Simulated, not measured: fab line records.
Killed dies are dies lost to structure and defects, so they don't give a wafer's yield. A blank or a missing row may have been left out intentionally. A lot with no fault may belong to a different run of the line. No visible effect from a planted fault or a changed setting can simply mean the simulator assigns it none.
Comparing a struck lot with a sound one :: flow nand-harc :: 15 steps out of a route of 1302
Sound: wafers L758.1, L758.5, L758.6. Struck: wafers L768.1, L768.2. (L768.4 of the same lot was not struck and is left out.) The cause comes at the end.
Each step with rows lists, per side, the tool, then ch with its chambers, then its first start. Under that, the readings that differ: sound wafers :: struck wafers :: difference of the means :: sigmas: that difference in standard deviations of wafers without a fault.
alike: a reading whose means differ by less than 2 such deviations, as well as words and numbers matching on both sides. not compared: withheld readings; readings where some wafer has no value; bounds like >300 that might hide an equal value; numbers whose values overlap and for which the record gives no deviation.
Wherever a step has rows on one side only, a row that says differs or no value, or a row with sigmas, the two part there. When numbers do not overlap yet have no deviation, they are printed without sigmas and do not part them. Lack of a reading on every wafer of one side parts them only where that side has two or more wafers.

first, 8 steps without rows for these wafers: NHARC_P_M1_HMDS_02 (time 30 s); NHARC_P_M1_COAT_34 (time 65 s); NHARC_P_M1_COAT_03 (resist thk 90 nm); NHARC_P_M1_SOFTBAKE_04 (time 55 s); NHARC_P_M1_EBR_05; NHARC_P_M1_EXPOSE_06 (exposes mask P M1, target cd 130 nm); NHARC_P_M1_PEB_07 (peb time 65 s); NHARC_P_M1_DEVELOP_08 (develop time 35 s).
NHARC_P_M1_CD_MEAS_09: target cd 130 nm.
  sound on cd-sem-03 ch 0, day 6 16:59; struck on cd-sem-02 ch 0, day 10 14:51
  alike: cd-nm
NHARC_P_M1_OVL_MEAS_10: pitch 260 nm.
  sound on overlay-01 at day 6 17:04; struck on overlay-02 at day 10 14:56
  alike: overlay-x-nm, overlay-y-nm
NHARC_P_M1_INSPECT_11:
  sound on defect-inspect-02 at day 6 17:06; struck on defect-inspect-01 at day 10 14:59
  alike: raw-defect-count
NHARC_P_M1_DESCUM_14: chemistry O2, time 3 s.
  sound on rie-diel-03 ch 0,1,2, day 6 17:11; struck on rie-diel-06 ch 0,3, day 10 15:02
reading: showerhead-plenum-p-Torr (Torr)
sound: 1.86 1.95 1.80
struck: 2.07 2.05
difference: +0.19
sigmas: +2
  alike: drypump-motor-current-A, oes-product-au, rf-vpp-V, throttle-valve-pct
  not compared: rf-hours-counter-h
NHARC_P_M1_ETCH_35: etches the open film in N2/H2, target depth 40 nm, overetch 12 nm, time 43.94 s.
  sound on rie-diel-03 ch 0,2,3, day 6 17:23; struck on rie-diel-06 ch 0,1, day 10 15:08
reading: run-length-s (s)
sound: 64.9 65.1 66.0
struck: 55.0 54.0
difference: -10.8
sigmas: -26
  alike: drypump-motor-current-A, h2-flow-sccm, oes-product-au, rf-vpp-V, showerhead-plenum-p-Torr, throttle-valve-pct
  not compared: rf-hours-counter-h
NHARC_P_M1_ETCH_15: etches the open film in C4F8/Ar, target depth 182.5 nm, time 91.2 s.
  sound: rie-diel-03 ch 2,3; struck: rie-diel-06 ch 1,2
  alike: oes-product-au, rf-vpp-V, run-length-s
  not compared: rf-hours-counter-h
-- record jumps: 18 days between struck wafers' starts before vs after; left off in module P_M1, resumes in module END, first step shown is number 1302 of the route --
NHARC_END_SORT_01:
  sound on prober-02 ch 0, day 25 00:52; struck on prober-02 ch 0, day 28 23:13
  alike: defect-limited-yield, killed-at-array, killed-at-other, killed-at-periphery, killed-dies, killed-open, killed-short

## WHERE THEY PART
Last at NHARC_P_M1_ETCH_35 as far as this record goes, first at NHARC_P_M1_DESCUM_14. Later steps at which nothing parts them and some readings are alike: NHARC_P_M1_ETCH_15, NHARC_END_SORT_01.

WHY: the cause the simulator had injected
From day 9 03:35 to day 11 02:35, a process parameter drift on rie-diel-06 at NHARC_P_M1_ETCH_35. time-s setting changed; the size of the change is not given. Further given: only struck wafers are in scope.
